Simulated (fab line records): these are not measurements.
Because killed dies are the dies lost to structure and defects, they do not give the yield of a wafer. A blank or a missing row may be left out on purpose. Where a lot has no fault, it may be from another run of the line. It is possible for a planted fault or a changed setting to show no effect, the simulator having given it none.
The same fault as seen by 2 desks | flow n5Finfet | each desk has only its own numbers; what lay behind them comes last

## FOR THE TOOL OWNER'S DESK: krfScanner-02
The tool's own readings at N5_PASSIVATION_EXPOSE_27 (exposes mask PAD, defocus 0 nm): means of the sampled wafers that have a number, for each lot that ran on this tool. The brackets show how far a lot's mean lies from the usual mean; more than 4 standard deviations puts the lot out of limits, marked OUT.
Columns: A = exposureDoseMJCm2 at N5_PASSIVATION_EXPOSE_27, usual 32.30
lot  | first seen here | A
L199 | day 12 20:11    | 32.30
L206 | day 14 00:21    | 32.33
L209 | day 14 11:19    | 34.06 (+57) OUT
L210 | day 15 07:34    | 34.06 (+57) OUT
L211 | day 15 16:02    | 34.07 (+57) OUT
Finding of this desk: L209, L210, L211 out of limits; the first was L209 at day 14 11:19, on exposureDoseMJCm2 at N5_PASSIVATION_EXPOSE_27. In limits: L199, L206.

## FROM THE METROLOGY DESK
What the gauges read, lot by lot, whatever tool the lot ran on: means of the sampled wafers that have a number. The brackets show how far a lot's mean lies from the usual mean; more than 4 standard deviations puts the lot out of limits, marked OUT.
Columns: A = cdNm at N5_PASSIVATION_CD_MEAS_30, usual 4000.4 nm; B = PAD_OVL at N5_PASSIVATION_OVL_MEAS_63, usual 0 nm
lot  | first seen here | A                 | B
L199 | day 12 20:22    | 3999.7            | -7
L206 | day 14 00:32    | 4001.1            | 3
L209 | day 14 11:29    | 4014.5 (+4.9) OUT | 4
L210 | day 15 07:44    | 4010.1            | -3
L211 | day 15 16:12    | 4011.8            | 2
L221 | day 18 00:38    | 4002.0            | 2
L220 | day 18 01:23    | 4002.2            | 0
Finding of this desk: L209 out of limits; the first was L209 at day 14 11:29, on cdNm at N5_PASSIVATION_CD_MEAS_30. In limits: L199, L206, L210, L211, L221, L220.

## ALL TOGETHER
On L209, L210, L211, at day 14 11:19, an alarm was possible from the tool owner's desk.
L209 would have let the metrology desk raise an alarm at day 14 11:29.
The metrology desk has L210, L211 on record, within its limits.
Of the lots named, all ran N5_PASSIVATION_EXPOSE_27 on krfScanner-02.

## WHAT THE SIMULATOR HAD PUT IN
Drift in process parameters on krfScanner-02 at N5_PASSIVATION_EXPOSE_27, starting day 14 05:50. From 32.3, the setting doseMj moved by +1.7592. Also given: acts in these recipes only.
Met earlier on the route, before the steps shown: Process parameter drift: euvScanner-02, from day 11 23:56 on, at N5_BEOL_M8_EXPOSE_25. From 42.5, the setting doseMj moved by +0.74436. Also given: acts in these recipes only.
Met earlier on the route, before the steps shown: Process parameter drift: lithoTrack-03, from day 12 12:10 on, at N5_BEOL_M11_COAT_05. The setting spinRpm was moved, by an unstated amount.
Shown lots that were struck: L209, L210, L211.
Time in hours from fault onset to the first out-of-limits reading at each desk: tool owner's desk 5, metrology desk 6.
